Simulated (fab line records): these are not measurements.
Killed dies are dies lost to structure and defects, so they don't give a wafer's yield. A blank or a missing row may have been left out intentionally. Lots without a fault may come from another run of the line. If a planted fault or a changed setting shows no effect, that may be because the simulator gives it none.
Chamber matching -- flow n5_finfet -- rie_diel-04 running N5_HKMG_FIN_DESCUM_53: 4 sister chambers
The step chemistry O2, time 7.9 s. 16 wafers are shown with their chamber, then 8 later ones without.

EACH WAFER AND ITS CHAMBER
wafer,chamber,drypump_motor_current_A (A),showerhead_plenum_p_Torr (Torr),oes_product_au (a.u.)
L074.1,1,5.6,2.05,1.02
L074.3,0,6.1,1.98,0.70
L074.5,3,5.1,2.17,0.73
L076.4,2,5.1,2.07,0.73
L076.5,0,6.1,1.98,0.70
L076.6,1,5.6,2.05,1.00
L083.2,2,5.1,2.07,0.71
L083.3,0,6.1,1.97,0.69
L083.4,3,5.1,2.16,0.71
L090.3,2,5.2,2.06,0.71
L090.5,1,5.6,2.04,0.92
L090.6,2,5.1,2.06,0.71
L091.1,3,5.1,2.16,0.70
L091.2,1,5.5,2.04,0.91
L091.3,2,5.2,2.06,0.70
L093.1,1,5.5,2.04,0.89

SIGNATURES (means of the wafers above)
reading,chamber 0,chamber 1,chamber 2,chamber 3,scatter within a chamber
drypump_motor_current_A,6.100,5.560,5.140,5.100,0.0447
showerhead_plenum_p_Torr,1.9767,2.0440,2.0640,2.1633,0.00558
oes_product_au,0.6967,0.9480,0.7120,0.7133,0.0348
Rule: a wafer lies at a distance from a chamber equal to the root of the sum of squares, over the readings, of (its reading less the chamber's mean, divided by the reading's scatter). If the next closest chamber is less than 2 further off than the closest, the wafer can't be placed; otherwise it belongs to the closest. The scatter: the root of (the sum of the squares of (reading less its chamber's mean) over the shown wafers, divided by (wafers less chambers)).

WAFERS WHOSE CHAMBER IS MISSING
wafer,drypump_motor_current_A (A),showerhead_plenum_p_Torr (Torr),oes_product_au (a.u.)
L093.4,5.1,2.06,0.70
L093.5,5.1,2.16,0.70
L094.1,5.2,2.06,0.70
L094.5,6.1,2.23,0.98
L094.6,5.1,2.15,0.69
L095.4,5.2,2.15,0.69
L095.5,5.1,2.15,0.70
L095.6,5.2,2.06,0.69

CHAMBER TAKEN BY EACH
wafer,from the rows above,in truth
L093.4,2,2
L093.5,3,3
L094.1,2,2
L094.5,3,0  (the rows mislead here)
L094.6,3,3
L095.4,3,3
L095.5,3,3
L095.6,2,2
Placed correctly: 7 of 8. Not placeable from these rows: 0. Placed wrongly: 1.
